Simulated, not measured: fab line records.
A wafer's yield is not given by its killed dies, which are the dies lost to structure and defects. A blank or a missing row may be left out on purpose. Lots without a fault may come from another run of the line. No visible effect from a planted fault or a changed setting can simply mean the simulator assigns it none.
Which tool was responsible? -- flow n5_finfet -- 12 lots with 36 wafers sampled at 2 steps, on a route of 1938 steps

== WHAT THE GAUGES SHOWED, per wafer ==
N5_BEOL_M0_SAQP_CD_MEAS_25: the cd target is 13.1 nm.
lot,measured,on,cd_nm (nm)
L075,day 5 23:22,cd_sem-01,12.76 12.63 12.60
L077,day 6 06:27,cd_sem-01,12.76 12.52 12.43
L079,day 6 23:13,cd_sem-02,12.72 12.39 13.01
L081,day 7 05:53,cd_sem-03,13.08 12.99 12.69
L083,day 7 16:38,cd_sem-03,12.76 12.59 12.94
L085,day 8 09:31,cd_sem-03,12.90 12.93 12.94
L087,day 8 20:19,cd_sem-01,12.90 12.60 12.72
L089,day 9 12:42,cd_sem-03,12.94 12.48 12.65
L091,day 9 22:54,cd_sem-02,12.79 12.86 12.56
L093,day 10 10:17,cd_sem-01,12.58 13.07 12.67
L095,day 10 23:27,cd_sem-02,12.93 12.66 12.75
L097,day 11 09:31,cd_sem-02,12.22 12.98 12.93

== TOOL THAT RAN EACH LOT (tool first, then ch and the chambers of the sampled wafers, then the start) ==
lot,N5_BEOL_M0_SAQP_HM_DEP_02
L075,"pvd_sputter-01, day 5 20:16"
L077,"pvd_sputter-02, day 6 03:55"
L079,"pvd_sputter-02, day 6 19:19"
L081,"pvd_sputter-03, day 7 03:21"
L083,"pvd_sputter-01, day 7 13:38"
L085,"pvd_sputter-02, day 8 06:56"
L087,"pvd_sputter-02, day 8 16:45"
L089,"pvd_sputter-03, day 9 10:05"
L091,"pvd_sputter-01, day 9 18:56"
L093,"pvd_sputter-01, day 10 07:47"
L095,"pvd_sputter-02, day 10 20:45"
L097,"pvd_sputter-03, day 11 06:56"
- N5_BEOL_M0_SAQP_HM_DEP_02: deposits TiN, target thk 12 nm.

== THE ANSWER, worked out from the rows above alone ==
Rule: the lots themselves supply what counts as usual. The widest of any qualifying gaps counts: lots, ordered by their means at a reading, are off when they make up no more than a third of the lots, leave a main group of 4 or more, and stand apart from it by 3 or more times the standard deviation of that group's means. Not used: any main group whose means are identical at the precision the tables above print for the reading. Also off: a lot with no number at a reading for which 4 or more lots have one. The other lots that the step has rows for count as sound.
Across all readings shown, no lot is off: no conclusion can be drawn from this.

== WHAT THE SIMULATOR HAD INSERTED ==
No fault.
